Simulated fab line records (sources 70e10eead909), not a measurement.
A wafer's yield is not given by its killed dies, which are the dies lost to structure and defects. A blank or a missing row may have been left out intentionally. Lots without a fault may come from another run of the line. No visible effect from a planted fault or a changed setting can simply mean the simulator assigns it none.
Matching of chambers -- flow nand harc -- NHARC_A_STAIRCASE_CMP_152 on cmp-01: 4 sister chambers
The step polishes. 14 wafers are shown with their chamber, then 7 later ones without.

## WAFERS PAIRED WITH THEIR CHAMBERS
wafer,chamber,motor current A (A)
L081.1,2,12.3
L081.5,1,11.1
L081.6,2,12.0
L082.1,2,12.1
L082.4,0,11.9
L082.5,1,11.6
L085.1,3,12.1
L085.4,2,11.9
L085.6,0,12.2
L084.1,2,11.6
L084.2,1,10.9
L084.6,0,12.8
L090.2,0,11.9
L090.3,1,11.1

SIGNATURES, as means of the wafers listed above
reading,chamber 0,chamber 1,chamber 2,chamber 3,scatter within a chamber
motor current A,12.200,11.175,11.980,12.100,0.328
Rule: a wafer's distance from a chamber is the root of the sum, over the readings, of the square of ((its reading less the chamber's mean) divided by the reading's scatter). The wafer belongs to the nearest chamber; if the next one is less than 2 further off, it can't be placed. The scatter: the root of (the sum of the squares of (reading less its chamber's mean) over the shown wafers, divided by (wafers less chambers)).

## WAFERS WITHOUT THEIR CHAMBER
wafer,motor current A (A)
L090.6,11.1
L094.1,12.1
L094.5,11.7
L094.6,12.2
L096.1,12.5
L096.5,12.4
L096.6,11.8

## WHICH CHAMBER EACH WENT THROUGH
wafer,from the rows above,in truth
L090.6,1,1
L094.1,can't be placed: 3 or 0 or 2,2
L094.5,can't be placed: 2 or 3 or 0 or 1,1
L094.6,can't be placed: 0 or 3 or 2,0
L096.1,can't be placed: 0 or 3 or 2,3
L096.5,can't be placed: 0 or 3 or 2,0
L096.6,can't be placed: 2 or 3 or 0 or 1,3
Placed correctly: 1 of 7. These rows do not allow placing 6 (true chamber among the candidates in 6). 0 placed wrongly.
